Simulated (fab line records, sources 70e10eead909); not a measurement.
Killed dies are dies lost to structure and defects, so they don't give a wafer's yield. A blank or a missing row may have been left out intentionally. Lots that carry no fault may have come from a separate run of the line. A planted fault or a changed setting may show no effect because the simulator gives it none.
Matching of chambers :: flow nand_harc :: NHARC_A_ZERO_WELL_ETCH_13 on rie_si-03: 4 sister chambers
The step etches the open film in HBr/Cl2, target depth 120 nm, time 40.1 s. 4 wafers are shown with their chamber, then 12 later ones without.

WAFERS, EACH WITH ITS CHAMBER
wafer: L088.6
chamber: 3
drypump_motor_current_A (A): 5.71

wafer: L090.1
chamber: 2
drypump_motor_current_A (A): 5.64

wafer: L090.2
chamber: 1
drypump_motor_current_A (A): 6.17

wafer: L090.3
chamber: 0
drypump_motor_current_A (A): 6.20

WAFERS WITH NO CHAMBER GIVEN
wafer: L093.4
drypump_motor_current_A (A): 6.18

wafer: L093.5
drypump_motor_current_A (A): 5.69

wafer: L093.6
drypump_motor_current_A (A): 6.18

wafer: L094.2
drypump_motor_current_A (A): 5.59

wafer: L094.5
drypump_motor_current_A (A): 6.17

wafer: L094.6
drypump_motor_current_A (A): 6.15

wafer: L096.1
drypump_motor_current_A (A): 5.74

wafer: L096.2
drypump_motor_current_A (A): 6.17

wafer: L096.5
drypump_motor_current_A (A): 5.64

wafer: L097.1
drypump_motor_current_A (A): 5.69

wafer: L097.3
drypump_motor_current_A (A): 6.18

wafer: L097.4
drypump_motor_current_A (A): 6.18

CHAMBER TAKEN BY EACH
wafer: L093.4
from the rows above: can't be placed: 1 or 0
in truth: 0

wafer: L093.5
from the rows above: can't be placed: 3 or 2
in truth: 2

wafer: L093.6
from the rows above: can't be placed: 1 or 0
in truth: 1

wafer: L094.2
from the rows above: 2
in truth: 2

wafer: L094.5
from the rows above: can't be placed: 1 or 0
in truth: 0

wafer: L094.6
from the rows above: can't be placed: 1 or 0
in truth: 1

wafer: L096.1
from the rows above: 3
in truth: 3

wafer: L096.2
from the rows above: can't be placed: 1 or 0
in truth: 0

wafer: L096.5
from the rows above: 2
in truth: 2

wafer: L097.1
from the rows above: can't be placed: 3 or 2
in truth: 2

wafer: L097.3
from the rows above: can't be placed: 1 or 0
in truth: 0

wafer: L097.4
from the rows above: can't be placed: 1 or 0
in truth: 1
Placed correctly: 3 of 12. Can't be placed from these rows: 9 (the true chamber is among the candidates in 9). Number placed wrongly: 0.
How it was worked out, from the rows above alone: a wafer's distance from a chamber is the root of the sum, over the readings, of the square of ((its reading less the chamber's mean) divided by the reading's scatter). The wafer belongs to the nearest chamber; if the next one is less than 2 further off, it can't be placed. A chamber's mean is the mean of its shown wafers. The scatter: root of mean squared gap, hidden wafer to nearest shown wafer, with one shown wafer a chamber.
